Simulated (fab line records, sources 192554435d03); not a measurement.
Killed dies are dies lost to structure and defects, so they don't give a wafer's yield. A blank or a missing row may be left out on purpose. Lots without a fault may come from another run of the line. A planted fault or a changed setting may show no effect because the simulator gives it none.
A struck lot beside a sound one | flow n5_finfet | 25 steps out of a route of 1938
Sound: wafers L393.1, L393.2, L393.4. Struck: wafers L385.1, L385.5, L385.6. The cause comes at the end.
At each step with rows: each side's tool, then ch and its chambers, then its first start. Under that, the readings that differ: sound wafers | struck wafers | difference of the means | sigmas: that difference in standard deviations of wafers without a fault.
alike: readings whose means differ by less than 2 such deviations, and words and numbers that are the same on both sides. not compared: withheld readings, readings that some wafer has no value for, bounds like >300 that may hide the same value, and numbers for which the record gives no deviation and whose values overlap.
The two part at a step that has a row with sigmas, a row that says differs or no value, or rows on one side only. Numbers that don't overlap but have no deviation are shown without sigmas and don't part them. A reading that every wafer of one side lacks parts them only if that side has two wafers or more.

first, 9 steps without rows for these wafers: N5_BEOL_M4_EXPOSE_08 (exposes mask M4); N5_BEOL_M4_PEB_09 (peb time 60 s); N5_BEOL_M4_DEVELOP_10 (develop time 30 s); N5_BEOL_M4_DESCUM_16 (chemistry O2, time 7 s); N5_BEOL_M4_ETCH_74 (etches underlayer in N2/H2, target depth 6.5 nm, time 5.2 s); N5_BEOL_M4_ETCH_63 (etches SiARC in CF4, target depth 15.6 nm, time 26 s); N5_BEOL_M4_ETCH_64 (etches SOC in N2/H2, target depth 75 nm, overetch 22.5 nm, time 121.9 s); N5_BEOL_M4_STRIP_65 (strips in N2/H2); N5_BEOL_M4_STRIP_75 (strips in N2/H2).
N5_BEOL_M4_STRIP_66: strips in CF4.
  sound on rie_diel-05 ch 1,3, day 12 09:14; struck on rie_diel-01 ch 0,2,3, day 10 17:48
  alike: drypump_motor_current_A, oes_product_au, rf_vpp_V, showerhead_plenum_p_Torr, throttle_valve_pct
  not compared: rf_hours_counter_h
then, 11 steps without rows for these wafers: N5_BEOL_M4_HM_OPEN_17 (chemistry Cl2/BCl3, target TiN, target depth 20 nm, overetch 6 nm); N5_BEOL_M4_STRIP_19 (strips in O2); N5_BEOL_M4_COAT_67 (time 60 s, resist thk 60 nm); N5_BEOL_M4_COAT_68 (time 60 s, resist thk 12 nm); N5_BEOL_M4_COAT_76 (time 60 s, resist thk 5 nm); N5_BEOL_M4_COAT_22 (resist thk 30 nm); N5_BEOL_M4_EBR_24; N5_BEOL_M4_SOFTBAKE_23 (time 60 s); N5_BEOL_M4_EXPOSE_25 (exposes mask V3, defocus 5 nm); N5_BEOL_M4_PEB_26 (peb time 60 s); N5_BEOL_M4_DEVELOP_27 (develop time 30 s).
N5_BEOL_M4_INSPECT_30: inspects for defects (brightfield).
  sound on defect_inspect-02, day 12 09:59; struck on defect_inspect-01, day 10 18:26
  reading          | sound       | struck      | difference | sigmas
  raw_defect_count | 467 375 552 | 709 789 666 | +257       | +3
then, 1 step without rows for these wafers: N5_BEOL_M4_DESCUM_33 (chemistry O2, time 7 s).
N5_BEOL_M4_RC_MEAS_101:
  sound on prober-01 ch 0, day 13 01:18; struck on prober-01 ch 0, day 11 05:16
  alike: DIBL_N, DIBL_P, IOFF_N, IOFF_P, ION_N, ION_P, SS_N, SS_P, VT_N, VT_P
-- the record jumps here: 5 days lie between the struck wafers' starts before and after (it left off in module BEOL_M4 and takes up again in module PASSIVATION, whose first step shown is number 1936 of the route) --
N5_PASSIVATION_PROBE_49:
  the record has rows for the struck wafers here (prober-01, day 15 22:32) and none for the sound ones

WHERE THEY PART
First at N5_BEOL_M4_INSPECT_30; last, within this record, at N5_PASSIVATION_PROBE_49.

WHY: what the simulator had put in
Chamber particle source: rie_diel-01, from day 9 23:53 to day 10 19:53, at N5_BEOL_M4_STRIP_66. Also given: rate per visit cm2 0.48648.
